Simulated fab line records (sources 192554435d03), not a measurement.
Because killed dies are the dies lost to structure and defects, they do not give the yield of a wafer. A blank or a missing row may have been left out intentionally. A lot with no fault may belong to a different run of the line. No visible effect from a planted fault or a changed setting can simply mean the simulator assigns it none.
The tool behind it: which one? :: flow n5_finfet :: 9 lots, 27 wafers sampled, at 5 steps of a route of 1938

## WHAT THE GAUGES READ, wafer by wafer
N5_BEOL_M4_RC_MEAS_101. Usual: DIBL_N 36.4 mV/V, standard deviation 1.2; DIBL_P 36.1 mV/V, standard deviation 1.6; IOFF_N 0.156 nA/um, standard deviation 0.024; IOFF_P 0.21 nA/um, standard deviation 0.031; ION_N 674 uA/um, standard deviation 11; ION_P 463 uA/um, standard deviation 6.9; SS_N 71.5 mV/dec, standard deviation 0.5; SS_P 73.2 mV/dec, standard deviation 0.55; VT_N 250.0 mV, standard deviation 2.9; VT_P -250 mV, standard deviation 3.6.
lot: L802
measured: day 7 23:52
on: prober-01
DIBL_N (mV/V): 36.0 35.7 36.9
DIBL_P (mV/V): 35.3 35.0 35.9
IOFF_N (nA/um): 0.151 0.147 0.168
IOFF_P (nA/um): 0.23 0.22 0.24
ION_N (uA/um): 682 677 679
ION_P (uA/um): 472 471 469
SS_N (mV/dec): 71.9 72.0 71.3
SS_P (mV/dec): 73.1 72.9 72.6
VT_N (mV): 250.8 251.0 247.8
VT_P (mV): -246 -246 -245
flag: 

lot: L803
measured: day 8 05:44
on: prober-01
DIBL_N (mV/V): 37.3 38.7 36.8
DIBL_P (mV/V): 38.3 39.4 37.6
IOFF_N (nA/um): 0.181 0.208 0.167
IOFF_P (nA/um): 0.23 0.24 0.21
ION_N (uA/um): 680 684 674
ION_P (uA/um): 469 464 459
SS_N (mV/dec): 72.1 72.1 72.4
SS_P (mV/dec): 73.3 73.8 73.3
VT_N (mV): 247.3 244.2 247.0
VT_P (mV): -250 -249 -251
flag: 

lot: L807
measured: day 8 23:57
on: prober-01
DIBL_N (mV/V): 36.8 38.0 37.1
DIBL_P (mV/V): 35.8 36.4 36.3
IOFF_N (nA/um): 0.182 0.195 0.185
IOFF_P (nA/um): 0.28 0.28 0.29
ION_N (uA/um): 676 683 681
ION_P (uA/um): 470 467 471
SS_N (mV/dec): 71.2 72.1 71.8
SS_P (mV/dec): 73.6 74.5 73.5
VT_N (mV): 250.4 247.6 247.4
VT_P (mV): -245 -242 -243
flag: 

lot: L810
measured: day 10 06:21
on: prober-02
DIBL_N (mV/V): 39.1 37.1 38.8
DIBL_P (mV/V): 38.8 35.5 38.1
IOFF_N (nA/um): 0.219 0.158 0.207
IOFF_P (nA/um): 0.26 0.21 0.25
ION_N (uA/um): 698 676 698
ION_P (uA/um): 476 466 471
SS_N (mV/dec): 72.2 71.5 71.7
SS_P (mV/dec): 73.5 73.5 73.9
VT_N (mV): 243.5 249.8 244.3
VT_P (mV): -246 -249 -246
flag: 

lot: L814
measured: day 11 02:11
on: prober-01
DIBL_N (mV/V): 37.0 37.7 36.5
DIBL_P (mV/V): 35.7 36.9 35.4
IOFF_N (nA/um): 0.143 0.156 0.135
IOFF_P (nA/um): 0.17 0.18 0.16
ION_N (uA/um): 665 684 667
ION_P (uA/um): 455 458 454
SS_N (mV/dec): 72.0 72.1 71.4
SS_P (mV/dec): 73.3 73.2 73.1
VT_N (mV): 250.7 249.1 252.3
VT_P (mV): -259 -258 -259
flag: 

lot: L815
measured: day 11 03:54
on: prober-02
DIBL_N (mV/V): 36.6 35.8 34.6
DIBL_P (mV/V): 35.0 34.9 33.3
IOFF_N (nA/um): 0.154 0.151 0.127
IOFF_P (nA/um): 0.19 0.18 0.17
ION_N (uA/um): 681 684 665
ION_P (uA/um): 463 460 452
SS_N (mV/dec): 71.8 71.6 71.5
SS_P (mV/dec): 73.3 73.0 73.3
VT_N (mV): 252.5 249.4 253.1
VT_P (mV): -252 -254 -257
flag: 

lot: L818
measured: day 11 17:59
on: prober-01
DIBL_N (mV/V): 35.7 35.9 36.2
DIBL_P (mV/V): 34.8 35.4 35.9
IOFF_N (nA/um): 0.137 0.142 0.144
IOFF_P (nA/um): 0.20 0.21 0.21
ION_N (uA/um): 668 667 668
ION_P (uA/um): 461 461 466
SS_N (mV/dec): 70.4 71.3 71.4
SS_P (mV/dec): 73.1 72.7 72.7
VT_N (mV): 249.9 248.8 249.8
VT_P (mV): -249 -249 -248
flag: 

lot: L823
measured: day 14 02:38
on: prober-02
DIBL_N (mV/V): 37.1 36.2 36.1
DIBL_P (mV/V): 37.7 36.1 36.2
IOFF_N (nA/um): 0.177 0.152 0.152
IOFF_P (nA/um): 0.23 0.20 0.20
ION_N (uA/um): 667 657 669
ION_P (uA/um): 465 455 460
SS_N (mV/dec): 71.8 71.2 71.6
SS_P (mV/dec): 74.1 73.4 73.5
VT_N (mV): 247.9 252.2 250.4
VT_P (mV): -249 -253 -253
flag: 

lot: L824
measured: day 14 02:44
on: prober-01
DIBL_N (mV/V): 35.8 35.0 35.1
DIBL_P (mV/V): 35.8 34.4 34.8
IOFF_N (nA/um): 0.156 0.141 0.140
IOFF_P (nA/um): 0.19 0.17 0.17
ION_N (uA/um): 678 674 681
ION_P (uA/um): 464 452 464
SS_N (mV/dec): 71.4 72.0 71.5
SS_P (mV/dec): 73.8 73.3 72.8
VT_N (mV): 248.1 251.6 248.5
VT_P (mV): -253 -255 -254
flag: 

## WHAT TOOL EACH LOT RAN ON (gives the tool, then ch and the chambers of the sampled wafers, and finally the start)
lot: L802
N5_HKMG_FIN_DESCUM_17: rie_diel-02 ch 0,2,3, day 4 14:28
N5_HKMG_FIN_STRIP_92: rie_diel-02 ch 0,2,3, day 4 14:55
N5_HKMG_FIN_STRIP_88: plasma_asher-02 ch 0,1, day 4 16:08
N5_HKMG_FIN_ALD_71: ald_metal-04 ch 0,1,3, day 4 16:38

lot: L803
N5_HKMG_FIN_DESCUM_17: rie_diel-01 ch 0,3, day 4 16:09
N5_HKMG_FIN_STRIP_92: rie_diel-01 ch 0,3, day 4 16:36
N5_HKMG_FIN_STRIP_88: plasma_asher-01 ch 0,1, day 4 17:43
N5_HKMG_FIN_ALD_71: ald_metal-04 ch 0,2,3, day 4 18:12

lot: L807
N5_HKMG_FIN_DESCUM_17: rie_diel-01 ch 1,3, day 5 14:58
N5_HKMG_FIN_STRIP_92: rie_diel-01 ch 1,3, day 5 15:25
N5_HKMG_FIN_STRIP_88: plasma_asher-02 ch 0,1, day 5 16:32
N5_HKMG_FIN_ALD_71: ald_metal-01 ch 0,1, day 5 17:01

lot: L810
N5_HKMG_FIN_DESCUM_17: rie_diel-03 ch 2,3, day 6 09:07
N5_HKMG_FIN_STRIP_92: rie_diel-03 ch 2,3, day 6 09:34
N5_HKMG_FIN_STRIP_88: plasma_asher-02 ch 0,1, day 6 10:49
N5_HKMG_FIN_ALD_71: ald_metal-01 ch 0,1,2, day 6 11:10

lot: L814
N5_HKMG_FIN_DESCUM_17: rie_diel-03 ch 0,3, day 7 08:27
N5_HKMG_FIN_STRIP_92: rie_diel-03 ch 0,3, day 7 08:54
N5_HKMG_FIN_STRIP_88: plasma_asher-02 ch 0,1, day 7 10:02
N5_HKMG_FIN_ALD_71: ald_metal-04 ch 0,2, day 7 10:31

lot: L815
N5_HKMG_FIN_DESCUM_17: rie_diel-02 ch 1,2,3, day 7 16:13
N5_HKMG_FIN_STRIP_92: rie_diel-02 ch 1,2,3, day 7 16:40
N5_HKMG_FIN_STRIP_88: plasma_asher-01 ch 0,1, day 7 17:53
N5_HKMG_FIN_ALD_71: ald_metal-04 ch 1,2,3, day 7 18:22

lot: L818
N5_HKMG_FIN_DESCUM_17: rie_diel-03 ch 1,2,3, day 8 11:34
N5_HKMG_FIN_STRIP_92: rie_diel-03 ch 1,2,3, day 8 12:01
N5_HKMG_FIN_STRIP_88: plasma_asher-01 ch 1, day 8 13:14
N5_HKMG_FIN_ALD_71: ald_metal-04 ch 0,1,3, day 8 13:43

lot: L823
N5_HKMG_FIN_DESCUM_17: rie_diel-02 ch 0,1, day 9 16:43
N5_HKMG_FIN_STRIP_92: rie_diel-02 ch 0,1, day 9 17:10
N5_HKMG_FIN_STRIP_88: plasma_asher-02 ch 0,1, day 9 18:19
N5_HKMG_FIN_ALD_71: ald_metal-04 ch 0,1,3, day 9 18:48

lot: L824
N5_HKMG_FIN_DESCUM_17: rie_diel-02 ch 0,1, day 9 18:56
N5_HKMG_FIN_STRIP_92: rie_diel-02 ch 0,1, day 9 19:23
N5_HKMG_FIN_STRIP_88: plasma_asher-02 ch 1, day 9 20:30
N5_HKMG_FIN_ALD_71: ald_metal-02 ch 0,1, day 9 20:59
- N5_HKMG_FIN_DESCUM_17: chemistry O2, time 7.9 s.
- N5_HKMG_FIN_STRIP_92: strips SOC in N2/H2, time 20 s.
- N5_HKMG_FIN_STRIP_88: strips in N2/H2, time 360 s.
- N5_HKMG_FIN_ALD_71: deposits TiN, target thk 1 nm, pulse time 1 s, purge time 3 s.

## AS READ BY THE TOOLS THEMSELVES (means over the sampled wafers that have a number; for cases with no such wafer, the mark the record gives instead)
N5_HKMG_FIN_DESCUM_17. Usual: drypump_motor_current_A 5.9 A, standard deviation 0.42; oes_product_au 0.78 a.u., standard deviation 0.088; rf_vpp_V 243.4 V, standard deviation 1.3; showerhead_plenum_p_Torr 2.10 Torr, standard deviation 0.07; temp_c 39.99 C, standard deviation 0.11; throttle_valve_pct 20.25 %, standard deviation 0.25.
lot: L802
tool: rie_diel-02
drypump_motor_current_A (A): 5.7
oes_product_au (a.u.): 0.79
rf_vpp_V (V): 244.6
showerhead_plenum_p_Torr (Torr): 2.13
temp_c (C): 39.84
throttle_valve_pct (%): 20.39
flag: 

lot: L803
tool: rie_diel-01
drypump_motor_current_A (A): 6.2
oes_product_au (a.u.): 0.78
rf_vpp_V (V): 244.7
showerhead_plenum_p_Torr (Torr): 2.17
temp_c (C): 39.90
throttle_valve_pct (%): 20.12
flag: 

lot: L807
tool: rie_diel-01
drypump_motor_current_A (A): 6.1
oes_product_au (a.u.): 0.92
rf_vpp_V (V): 244.5
showerhead_plenum_p_Torr (Torr): 2.17
temp_c (C): 39.99
throttle_valve_pct (%): 20.09
flag: 

lot: L810
tool: rie_diel-03
drypump_motor_current_A (A): 6.3
oes_product_au (a.u.): 0.71
rf_vpp_V (V): 241.7
showerhead_plenum_p_Torr (Torr): 2.05
temp_c (C): 39.93
throttle_valve_pct (%): 20.60
flag: 

lot: L814
tool: rie_diel-03
drypump_motor_current_A (A): 6.3
oes_product_au (a.u.): 0.69
rf_vpp_V (V): 242.9
showerhead_plenum_p_Torr (Torr): 2.06
temp_c (C): 40.03
throttle_valve_pct (%): 20.42
flag: 

lot: L815
tool: rie_diel-02
drypump_motor_current_A (A): 5.4
oes_product_au (a.u.): 0.82
rf_vpp_V (V): 243.5
showerhead_plenum_p_Torr (Torr): 2.08
temp_c (C): 39.97
throttle_valve_pct (%): 20.44
flag: 

lot: L818
tool: rie_diel-03
drypump_motor_current_A (A): 6.2
oes_product_au (a.u.): 0.71
rf_vpp_V (V): 242.3
showerhead_plenum_p_Torr (Torr): 2.08
temp_c (C): 39.90
throttle_valve_pct (%): 20.50
flag: 

lot: L823
tool: rie_diel-02
drypump_motor_current_A (A): 5.3
oes_product_au (a.u.): 0.75
rf_vpp_V (V): 242.6
showerhead_plenum_p_Torr (Torr): 2.05
temp_c (C): 40.01
throttle_valve_pct (%): 20.09
flag: 

lot: L824
tool: rie_diel-02
drypump_motor_current_A (A): 5.0
oes_product_au (a.u.): 0.72
rf_vpp_V (V): 242.3
showerhead_plenum_p_Torr (Torr): 2.02
temp_c (C): 40.06
throttle_valve_pct (%): 20.23
flag: 

N5_HKMG_FIN_STRIP_92. Usual: drypump_motor_current_A 5.9 A, standard deviation 0.43; oes_product_au 0.79 a.u., standard deviation 0.088; rf_vpp_V 54.3 V, standard deviation 0.93; showerhead_plenum_p_Torr 3.37 Torr, standard deviation 0.1; temp_c 39.99 C, standard deviation 0.11; throttle_valve_pct 18.95 %, standard deviation 0.27.
lot: L802
tool: rie_diel-02
drypump_motor_current_A (A): 5.7
oes_product_au (a.u.): 0.79
rf_vpp_V (V): 55.2
showerhead_plenum_p_Torr (Torr): 3.41
temp_c (C): 39.94
throttle_valve_pct (%): 18.97
flag: 

lot: L803
tool: rie_diel-01
drypump_motor_current_A (A): 6.2
oes_product_au (a.u.): 0.78
rf_vpp_V (V): 53.5
showerhead_plenum_p_Torr (Torr): 3.49
temp_c (C): 39.99
throttle_valve_pct (%): 18.70
flag: 

lot: L807
tool: rie_diel-01
drypump_motor_current_A (A): 6.1
oes_product_au (a.u.): 0.93
rf_vpp_V (V): 55.2
showerhead_plenum_p_Torr (Torr): 3.47
temp_c (C): 39.93
throttle_valve_pct (%): 18.81
flag: 

lot: L810
tool: rie_diel-03
drypump_motor_current_A (A): 6.3
oes_product_au (a.u.): 0.72
rf_vpp_V (V): 53.9
showerhead_plenum_p_Torr (Torr): 3.29
temp_c (C): 40.03
throttle_valve_pct (%): 19.34
flag: 

lot: L814
tool: rie_diel-03
drypump_motor_current_A (A): 6.3
oes_product_au (a.u.): 0.69
rf_vpp_V (V): 54.9
showerhead_plenum_p_Torr (Torr): 3.32
temp_c (C): 40.02
throttle_valve_pct (%): 19.12
flag: 

lot: L815
tool: rie_diel-02
drypump_motor_current_A (A): 5.5
oes_product_au (a.u.): 0.83
rf_vpp_V (V): 53.8
showerhead_plenum_p_Torr (Torr): 3.34
temp_c (C): 39.91
throttle_valve_pct (%): 19.02
flag: 

lot: L818
tool: rie_diel-03
drypump_motor_current_A (A): 6.2
oes_product_au (a.u.): 0.71
rf_vpp_V (V): 53.4
showerhead_plenum_p_Torr (Torr): 3.33
temp_c (C): 39.92
throttle_valve_pct (%): 19.15
flag: 

lot: L823
tool: rie_diel-02
drypump_motor_current_A (A): 5.3
oes_product_au (a.u.): 0.76
rf_vpp_V (V): 54.1
showerhead_plenum_p_Torr (Torr): 3.32
temp_c (C): 39.95
throttle_valve_pct (%): 18.99
flag: 

lot: L824
tool: rie_diel-02
drypump_motor_current_A (A): 5.1
oes_product_au (a.u.): 0.72
rf_vpp_V (V): 54.1
showerhead_plenum_p_Torr (Torr): 3.25
temp_c (C): 39.83
throttle_valve_pct (%): 19.15
flag: 

N5_HKMG_FIN_STRIP_88. Usual: drypump_motor_current_A 5.86 A, standard deviation 0.14; heater_power_w 478 W, standard deviation 31; temp_c 299.98 C, standard deviation 0.2.
lot: L802
tool: plasma_asher-02
drypump_motor_current_A (A): 5.73
heater_power_w (W): 466
temp_c (C): 300.10
flag: 

lot: L803
tool: plasma_asher-01
drypump_motor_current_A (A): 6.00
heater_power_w (W): 508
temp_c (C): 299.91
flag: 

lot: L807
tool: plasma_asher-02
drypump_motor_current_A (A): 5.82
heater_power_w (W): 453
temp_c (C): 299.81
flag: 

lot: L810
tool: plasma_asher-02
drypump_motor_current_A (A): 5.82
heater_power_w (W): 462
temp_c (C): 299.83
flag: 

lot: L814
tool: plasma_asher-02
drypump_motor_current_A (A): 5.73
heater_power_w (W): 472
temp_c (C): 299.88
flag: 

lot: L815
tool: plasma_asher-01
drypump_motor_current_A (A): 5.98
heater_power_w (W): 506
temp_c (C): 300.18
flag: 

lot: L818
tool: plasma_asher-01
drypump_motor_current_A (A): 5.97
heater_power_w (W): 538
temp_c (C): 299.78
flag: 

lot: L823
tool: plasma_asher-02
drypump_motor_current_A (A): 5.75
heater_power_w (W): 470
temp_c (C): 300.03
flag: 

lot: L824
tool: plasma_asher-02
drypump_motor_current_A (A): 5.89
heater_power_w (W): 449
temp_c (C): 299.78
flag: 

N5_HKMG_FIN_ALD_71. Usual: heater_power_w 932 W, standard deviation 110; precursor_pulse_height_rel 1.002, standard deviation 0.02; susceptor_temp_C 400.03 C, standard deviation 0.23.
lot: L802
tool: ald_metal-04
heater_power_w (W): 987
precursor_pulse_height_rel: 0.994
susceptor_temp_C (C): 400.06
flag: 

lot: L803
tool: ald_metal-04
heater_power_w (W): 992
precursor_pulse_height_rel: 1.008
susceptor_temp_C (C): 399.75
flag: 

lot: L807
tool: ald_metal-01
heater_power_w (W): 1070
precursor_pulse_height_rel: 0.981
susceptor_temp_C (C): 399.99
flag: 

lot: L810
tool: ald_metal-01
heater_power_w (W): 982
precursor_pulse_height_rel: 1.001
susceptor_temp_C (C): 399.98
flag: 

lot: L814
tool: ald_metal-04
heater_power_w (W): 925
precursor_pulse_height_rel: 1.001
susceptor_temp_C (C): 400.00
flag: 

lot: L815
tool: ald_metal-04
heater_power_w (W): 991
precursor_pulse_height_rel: 1.001
susceptor_temp_C (C): 399.95
flag: 

lot: L818
tool: ald_metal-04
heater_power_w (W): 832
precursor_pulse_height_rel: 0.998
susceptor_temp_C (C): 370.70
flag: OFF

lot: L823
tool: ald_metal-04
heater_power_w (W): 828
precursor_pulse_height_rel: 1.000
susceptor_temp_C (C): 370.63
flag: OFF

lot: L824
tool: ald_metal-02
heater_power_w (W): 903
precursor_pulse_height_rel: 1.002
susceptor_temp_C (C): 399.92
flag: 

## THE ANSWER, worked out from the rows above alone
Rule: take the mean of a lot's wafers that have a number; if it is more than 3 standard deviations from the usual mean, the lot is off. Also off: a lot with no number at a reading for which 4 or more lots have one. Where the step has rows for the other lots, those lots are counted as sound. The gauges are gone through in route order, then the tools' own readings, and for those a lot's mean is taken as printed above. At the first step where some lot is off, the reading lying furthest off is the one used; lots without a number count as furthest.
Off, at N5_HKMG_FIN_ALD_71 on susceptor_temp_C: L818, L823.
A tool fits if, at that step or a process step before it, it ran every lot that is off, and no sound lot after the first of them. One fits: N5_HKMG_FIN_ALD_71 on ald_metal-04. A fault onset in the window from L815 (day 7 18:22, its last sound lot) to L818 (day 8 13:43, its first lot off) fits.
On the lots that are off, the tool's own readings at N5_HKMG_FIN_ALD_71 differ by more than 5 times the standard deviation of the sound lots' means, which bears it out; susceptor_temp_C reads 370.66 C there versus 399.95 C on the sound lots.

## WHAT THE SIMULATOR HAD INSERTED
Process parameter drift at N5_HKMG_FIN_ALD_71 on ald_metal-04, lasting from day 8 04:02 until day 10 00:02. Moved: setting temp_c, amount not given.
Lots struck among those shown: L818, L823. The rule above reached the same finding.
